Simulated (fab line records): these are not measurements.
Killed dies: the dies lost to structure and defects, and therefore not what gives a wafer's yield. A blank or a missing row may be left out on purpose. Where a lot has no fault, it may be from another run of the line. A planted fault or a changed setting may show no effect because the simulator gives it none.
fab line records ; flow n5_finfet
[record] lots = 10; wafers = 27; last_day = 16
route steps=1938 shown BEOL_M2@843 BEOL_M4@1111
lots with no fault: from the same line, run without faults
start_h: the number of hours between the record's first day and the start of the first shown wafer of the lot ; wait_h: hours since the lot's step before ; " repeats the value in the row above ; L1.1+2: one row covering several wafers at once ; - no value, or no start was given ; * or withheld: withheld ; < > ~ a bound
route shown NAME@n: NAME is a module with steps in the file, n the number in the route of the first one ; usual: average and standard deviation across the fault-free wafers ; same: alike in all rows ; chamber/n: place in a boat ; sites: each site's reading ; _std_site: how widely they spread, as a standard deviation ; _edge_site: mean of outer sites minus mean of inner sites ; radius_mm: how far each site lies from the wafer's centre ; mask NAME#n: copy n ; behind: the most recent tool/chamber to have shaped the wafer ; hold: why the lot went on hold/how many hours it stayed there/how the hold came to an end ; device: which transistor (n, p or np) failed to switch ; end of line: the same wafers' tests at the end of the route ; a step given without rows: its recipe and nothing more ; killed: the dies lost at the first sort to structure and to defects; this is not the yield of the wafer ; map: a wafer's dies, x killed, . not, _ none there
set.NAME: the setting the step ran with; set.NAME@STEP: the setting that earlier step ran with ; model.NAME: the simulator's own value behind a step, which no gauge read
one table for each step of the route and one row for each wafer, over a sample of lots
services: when a tool's chamber went out of use (start_h, in hours from the record's first day, below 0 if earlier), for how many hours, and the reason
[[steps]]
[step N5_BEOL_M2_PECVD_72]
[recipe] material = SiO2; target_thk_a = 160; temp_c = 400; precursor = TEOS/O2; pressure_torr = 5.5; rf_w = 450; teos_flow_sccm = 53.8; gas = O2; flow_sccm = 3000; time_s = 18
[usual] heater_power_w = 673/110; showerhead_plenum_p_Torr = 8.80/0.065; throttle_valve_pct = 23.0/1.4
lot.wafer;tool;chamber;start_h;wait_h;heater_power_w;showerhead_plenum_p_Torr;throttle_valve_pct
L830.4;pecvd-03;2;132.43;0.1;846;8.73;21.5
L830.5;pecvd-03;0;132.43;0.1;669;8.75;24.9
L830.6;pecvd-03;1;132.43;0.1;528;8.84;20.9
L831.2;pecvd-01;1;145.37;0.0;650;8.78;22.5
L831.3;pecvd-01;2;145.37;0.0;548;8.83;23.5
L831.4;pecvd-01;0;145.37;0.0;636;8.94;25.1
L832.1;pecvd-03;0;148.78;0.0;550;8.77;25.4
L832.3;pecvd-03;2;148.78;0.0;854;8.79;21.5
L832.4;pecvd-03;0;148.78;0.0;581;8.77;25.0
L834.1;pecvd-03;1;161.51;0.0;583;8.85;21.0
L834.2;pecvd-03;0;161.51;0.0;654;8.76;25.3
L834.4;pecvd-03;1;161.51;0.0;565;8.85;21.0
L839.1;pecvd-04;0;191.57;0.0;690;8.81;22.3
L839.5;pecvd-04;2;191.57;0.0;584;8.77;22.8
L844.3;pecvd-01;1;217.35;0.1;581;8.77;22.8
L844.5;pecvd-01;0;217.35;0.1;629;8.95;25.5
L844.6;pecvd-01;1;217.35;0.1;581;8.80;22.4
L845.4;pecvd-03;2;222.97;0.1;827;8.77;21.9
L845.5;pecvd-03;1;222.97;0.1;482;8.81;20.9
L845.6;pecvd-03;2;222.97;0.1;824;8.76;21.9
L846.3;pecvd-01;0;224.75;0.0;686;8.96;25.6
L846.6;pecvd-01;1;224.75;0.0;653;8.78;22.5
L848.1;pecvd-01;2;242.75;0.0;572;8.83;23.4
L848.6;pecvd-01;2;242.75;0.0;552;8.84;23.4
L850.1;pecvd-01;2;248.20;0.0;652;8.80;23.4
L850.2;pecvd-01;1;248.20;0.0;686;8.77;22.5
L850.6;pecvd-01;0;248.20;0.0;580;8.96;25.6
[step N5_BEOL_M2_SPUTTER_90]
[recipe] material = Cu; target_thk_a = 45; temp_c = -20; chamber_pressure_pa = 0.07; power_w = withheld; time_s = 8.29
[usual] chamber_pressure_pa = 0.06996/0.00016; throttle_valve_pct = 29.5/1.2
lot.wafer;tool;chamber;start_h;wait_h;chamber_pressure_pa;throttle_valve_pct
L830.4;pvd_sputter-03;-;139.56;0.1;0.07011;29.3
L830.5;pvd_sputter-03;-;139.56;0.1;0.07012;31.1
L830.6;pvd_sputter-03;-;139.56;0.1;0.06981;29.3
L831.2;pvd_sputter-02;-;150.13;0.1;0.07006;29.9
L831.3;pvd_sputter-02;-;150.13;0.1;0.07002;30.0
L831.4;pvd_sputter-02;-;150.13;0.1;0.06993;29.4
L832.1;pvd_sputter-02;-;153.46;0.1;0.07015;29.4
L832.3;pvd_sputter-02;-;153.46;0.1;0.06993;28.9
L832.4;pvd_sputter-02;-;153.46;0.1;0.07017;30.1
L834.1;pvd_sputter-01;-;170.23;0.1;0.07021;29.5
L834.2;pvd_sputter-01;-;170.23;0.1;0.07004;30.3
L834.4;pvd_sputter-01;-;170.23;0.1;0.06992;27.4
L839.1;pvd_sputter-01;-;197.05;0.1;0.07006;27.4
L839.5;pvd_sputter-01;-;197.05;0.1;0.07007;27.9
L844.3;pvd_sputter-03;-;224.43;0.1;0.0699;31.1
L844.5;pvd_sputter-03;-;224.43;0.1;0.0696;31.2
L844.6;pvd_sputter-03;-;224.43;0.1;0.07007;29.3
L845.4;pvd_sputter-01;-;235.62;0.1;0.07005;27.9
L845.5;pvd_sputter-01;-;235.62;0.1;0.07009;27.6
L845.6;pvd_sputter-01;-;235.62;0.1;0.07002;30.2
L846.3;pvd_sputter-03;-;240.92;0.1;0.06991;29.6
L846.6;pvd_sputter-03;-;240.92;0.1;0.06979;29.4
L848.1;pvd_sputter-02;-;249.95;0.1;0.07008;28.6
L848.6;pvd_sputter-02;-;249.95;0.1;0.07;29.8
L850.1;pvd_sputter-03;-;255.18;0.1;0.07003;29.6
L850.2;pvd_sputter-03;-;255.18;0.1;0.06997;29.2
L850.6;pvd_sputter-03;-;255.18;0.1;0.07019;29.2
[step N5_BEOL_M2_ANNEAL_91]
[recipe] temp_c = 400; time_s = 240; ambient = vacuum
[usual] heater_power_w = 820/73
lot.wafer;tool;chamber;start_h;wait_h;heater_power_w
L830.4;pvd_sputter-03;-;139.64;0.0;811
L830.5;pvd_sputter-03;-;139.64;0.0;756
L830.6;pvd_sputter-03;-;139.64;0.0;619
L831.2;pvd_sputter-02;-;150.21;0.0;834
L831.3;pvd_sputter-02;-;150.21;0.0;817
L831.4;pvd_sputter-02;-;150.21;0.0;788
L832.1;pvd_sputter-02;-;153.54;0.0;823
L832.3;pvd_sputter-02;-;153.54;0.0;880
L832.4;pvd_sputter-02;-;153.54;0.0;826
L834.1;pvd_sputter-01;-;170.31;0.0;692
L834.2;pvd_sputter-01;-;170.31;0.0;887
L834.4;pvd_sputter-01;-;170.31;0.0;882
L839.1;pvd_sputter-01;-;197.13;0.0;863
L839.5;pvd_sputter-01;-;197.13;0.0;834
L844.3;pvd_sputter-03;-;224.51;0.0;760
L844.5;pvd_sputter-03;-;224.51;0.0;764
L844.6;pvd_sputter-03;-;224.51;0.0;654
L845.4;pvd_sputter-01;-;235.70;0.0;860
L845.5;pvd_sputter-01;-;235.70;0.0;871
L845.6;pvd_sputter-01;-;235.70;0.0;913
L846.3;pvd_sputter-03;-;241.00;0.0;642
L846.6;pvd_sputter-03;-;241.00;0.0;634
L848.1;pvd_sputter-02;-;250.03;0.0;881
L848.6;pvd_sputter-02;-;250.03;0.0;809
L850.1;pvd_sputter-03;-;255.26;0.0;630
L850.2;pvd_sputter-03;-;255.26;0.0;806
L850.6;pvd_sputter-03;-;255.26;0.0;827
[step N5_BEOL_M2_ANNEAL_51]
[recipe] temp_c = 225; time_s = 90; ambient = N2
[usual] wafer_temp_C_max = 225.76/0.25
lot.wafer;tool;chamber;start_h;wait_h;wafer_temp_C_max
L830.4;rtp_anneal-01;0;140.66;0.3;225.83
L830.5;rtp_anneal-01;0;140.66;0.3;225.52
L830.6;rtp_anneal-01;0;140.66;0.3;225.66
L831.2;rtp_anneal-02;0;151.03;0.1;225.58
L831.3;rtp_anneal-02;0;151.03;0.1;225.59
L831.4;rtp_anneal-02;0;151.03;0.1;225.65
L832.1;rtp_anneal-02;0;154.31;0.1;225.79
L832.3;rtp_anneal-02;0;154.31;0.1;226.02
L832.4;rtp_anneal-02;0;154.31;0.1;225.76
L834.1;rtp_anneal-02;0;171.08;0.1;225.96
L834.2;rtp_anneal-02;0;171.08;0.1;225.46
L834.4;rtp_anneal-02;0;171.08;0.1;226.04
L839.1;rtp_anneal-02;0;197.91;0.1;226.05
L839.5;rtp_anneal-02;0;197.91;0.1;225.79
L844.3;rtp_anneal-01;0;225.38;0.1;225.67
L844.5;rtp_anneal-01;0;225.38;0.1;225.47
L844.6;rtp_anneal-01;0;225.38;0.1;225.80
L845.4;rtp_anneal-01;0;236.77;0.3;225.46
L845.5;rtp_anneal-01;0;236.77;0.3;225.59
L845.6;rtp_anneal-01;0;236.77;0.3;225.82
L846.3;rtp_anneal-01;0;241.96;0.2;225.96
L846.6;rtp_anneal-01;0;241.96;0.2;225.82
L848.1;rtp_anneal-01;0;250.81;0.1;225.49
L848.6;rtp_anneal-01;0;250.81;0.1;225.62
L850.1;rtp_anneal-01;0;256.09;0.1;225.71
L850.2;rtp_anneal-01;0;256.09;0.1;225.61
L850.6;rtp_anneal-01;0;256.09;0.1;225.66
[step N5_BEOL_M2_CMP_52]
[recipe] stop_on = SiOC; t_overpolish_s = 6.8; down_force_psi = 1; platen_rpm = 50; clearing_platen_down_force_psi = 1.5; clearing_platen_rpm = 50; post_cmp_clean = cu_alkaline; target_thk_nm = 40; clearing_platen_pad_velocity_m_s = 0.99484; pad_velocity_m_s = 0.99484
[usual] barrier_field_endpoint_s = 24.6/0.66; motor_current_A = 6.0/0.91; retaining_ring_pressure_frac = 1.000/0.0045
lot.wafer;tool;chamber;start_h;wait_h;barrier_field_endpoint_s;motor_current_A;retaining_ring_pressure_frac
L830.4;cmp-03;2;140.86;0.2;24.4;6.7;1.003
L830.6;cmp-03;1;140.86;0.2;24.8;5.3;1.002
L830.5;cmp-03;2;140.86;0.2;25.1;6.3;1.000
L831.2;cmp-01;2;151.28;0.2;24.7;8.6;0.998
L831.3;cmp-01;3;151.28;0.2;24.5;5.5;1.003
L831.4;cmp-01;1;151.28;0.2;23.8;6.1;1.001
L832.1;cmp-01;3;154.65;0.3;24.7;5.7;1.001
L832.4;cmp-01;0;154.65;0.3;25.1;5.8;0.994
L832.3;cmp-01;1;154.65;0.3;23.3;5.6;1.007
L834.2;cmp-03;0;171.38;0.2;24.2;6.2;0.999
L834.1;cmp-03;1;171.38;0.2;24.2;5.2;1.003
L834.4;cmp-03;3;171.38;0.2;24.9;5.5;1.001
L839.1;cmp-01;1;198.32;0.4;22.0;5.7;0.995
L839.5;cmp-01;2;198.32;0.4;24.7;8.5;0.993
L844.3;cmp-02;3;225.66;0.2;24.8;5.3;1.003
L844.5;cmp-02;1;225.66;0.2;24.1;5.4;0.997
L844.6;cmp-02;2;225.66;0.2;24.5;6.4;1.003
L845.4;cmp-03;2;237.02;0.2;25.1;6.4;1.000
L845.5;cmp-03;0;237.02;0.2;24.5;6.4;1.002
L845.6;cmp-03;1;237.02;0.2;24.8;5.4;0.998
L846.3;cmp-03;0;242.17;0.2;23.8;6.2;1.000
L846.6;cmp-03;1;242.17;0.2;24.7;5.1;1.006
L848.1;cmp-03;0;251.14;0.3;24.0;6.5;1.002
L848.6;cmp-03;3;251.14;0.3;25.0;5.3;0.993
L850.2;cmp-02;2;256.39;0.2;24.0;6.9;1.002
L850.1;cmp-02;3;256.39;0.2;24.6;5.4;1.001
L850.6;cmp-02;2;256.39;0.2;23.6;6.8;1.001
[step N5_BEOL_M4_RC_MEAS_101]
[usual] DIBL_N = 36.1/1.5; DIBL_P = 36.1/1.9; IOFF_N = 0.159/0.029; IOFF_P = 0.21/0.038; ION_N = 675/11; ION_P = 464/8.1; SS_N = 71.5/0.57; SS_P = 73.3/0.64; VT_N = 249/3.1; VT_P = -250/3.8
lot.wafer;tool;chamber;start_h;wait_h;DIBL_N[mV/V];DIBL_P[mV/V];IOFF_N[nA/um];IOFF_P[nA/um];ION_N[uA/um];ION_P[uA/um];SS_N[mV/dec];SS_P[mV/dec];VT_N[mV];VT_P[mV]
L830.4;prober-01;0;158.90;0.5;37.0;37.6;0.149;0.21;664;462;71.6;73.3;249;-251
L830.5;prober-01;0;158.90;0.5;35.4;34.6;0.118;0.17;654;457;71.8;72.9;255;-254
L830.6;prober-01;0;158.90;0.5;37.2;38.3;0.144;0.22;664;461;71.6;73.2;252;-251
L831.2;prober-01;0;174.34;0.2;36.9;35.9;0.156;0.20;667;456;71.5;72.8;250;-250
L831.3;prober-01;0;174.34;0.2;36.2;35.2;0.148;0.19;675;457;71.4;73.0;251;-252
L831.4;prober-01;0;174.34;0.2;36.3;34.8;0.152;0.18;658;453;71.5;72.6;253;-252
L832.1;prober-02;0;176.70;0.0;33.6;32.4;0.118;0.18;668;461;71.4;72.6;257;-248
L832.3;prober-02;0;176.70;0.0;35.6;35.8;0.147;0.22;680;471;72.0;73.4;251;-249
L832.4;prober-02;0;176.70;0.0;36.6;36.9;0.173;0.24;691;471;72.1;73.4;248;-249
L834.1;prober-02;0;192.89;0.1;34.6;34.7;0.141;0.19;683;467;70.9;72.6;250;-252
L834.2;prober-02;0;192.89;0.1;36.3;36.2;0.157;0.21;676;466;72.1;73.3;249;-250
L834.4;prober-02;0;192.89;0.1;35.7;35.8;0.162;0.21;677;469;71.3;72.5;249;-249
L839.1;prober-02;0;220.88;0.0;37.8;37.7;0.172;0.25;677;474;71.8;73.7;247;-246
L839.5;prober-02;0;220.88;0.0;36.9;36.1;0.151;0.23;676;466;71.4;73.1;249;-247
L844.3;prober-02;0;249.42;0.6;36.8;35.6;0.172;0.18;677;454;71.0;73.2;248;-253
L844.5;prober-02;0;249.42;0.6;36.2;35.5;0.175;0.20;692;470;70.5;73.2;247;-252
L844.6;prober-02;0;249.42;0.6;37.0;36.4;0.184;0.19;686;452;71.6;74.3;245;-254
L845.4;prober-01;0;255.48;0.5;34.6;33.0;0.133;0.17;675;462;70.8;72.3;248;-253
L845.5;prober-01;0;255.48;0.5;34.1;32.4;0.122;0.16;666;459;71.0;72.4;252;-255
L845.6;prober-01;0;255.48;0.5;37.3;36.1;0.177;0.21;684;467;71.5;74.1;248;-251
L846.3;prober-01;0;266.64;0.3;32.5;32.2;0.111;0.17;667;464;70.8;72.5;253;-254
L846.6;prober-01;0;266.64;0.3;35.7;35.1;0.150;0.21;663;458;71.1;73.2;249;-248
L848.1;prober-01;0;274.06;0.0;35.3;36.4;0.159;0.21;688;463;72.2;73.5;248;-249
L848.6;prober-01;0;274.06;0.0;37.3;39.1;0.206;0.26;689;468;72.0;74.1;244;-247
L850.1;prober-01;0;281.30;0.0;37.1;36.9;0.177;0.26;686;476;72.1;73.8;245;-245
L850.2;prober-01;0;281.30;0.0;36.9;37.2;0.184;0.28;691;481;71.4;73.1;248;-241
L850.6;prober-01;0;281.30;0.0;38.5;39.3;0.213;0.31;702;479;72.2;73.5;244;-241
[[services]]
tool;chamber;start_h;hours;kind
pecvd-04;-;109.34;1.7;repair
pecvd-01;-;123.82;1.4;repair
pecvd-04;-;131.26;6.0;pm
cmp-03;-;133.43;6.7;pm
cmp-01;-;160.58;1.5;repair
cmp-03;-;178.06;4.0;pm
cmp-01;-;179.65;4.0;pm
cmp-03;-;182.06;-;consumable_replace:conditioner
cmp-03;-;182.06;-;consumable_replace:pad
cmp-01;-;183.65;-;consumable_replace:conditioner
cmp-01;-;183.65;-;consumable_replace:pad
cmp-02;-;196.25;2.8;repair
cmp-01;-;202.18;2.4;repair
pecvd-01;2;217.11;6.5;repair
pecvd-03;0;218.77;14.6;repair
cmp-01;-;230.19;4.0;pm
pecvd-03;-;232.87;3.7;repair
pecvd-01;-;252.22;2.3;repair
[[key]]
[first_sign] step = N5_BEOL_M2_CMP_52; reading = barrier_field_endpoint_s; direction = down; sigmas = 3.9; usual = 24.6; struck = 22.0
effect none on later readings
met_at N5_BEOL_M2_PECVD_72
struck_lots L839
struck_wafers L839.1
not_acting_at N5_BEOL_M2_SPUTTER_90,N5_BEOL_M2_ANNEAL_91,N5_BEOL_M2_ANNEAL_51
[fault] kind = process_parameter_drift; tool = pecvd-04; chamber = -; onset_h = 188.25; steps = N5_BEOL_M2_PECVD_72; channel = time_s; offset = *; shape = step; end_h = 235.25; scope = struck_wafers_only; acts_in = *; stated = *
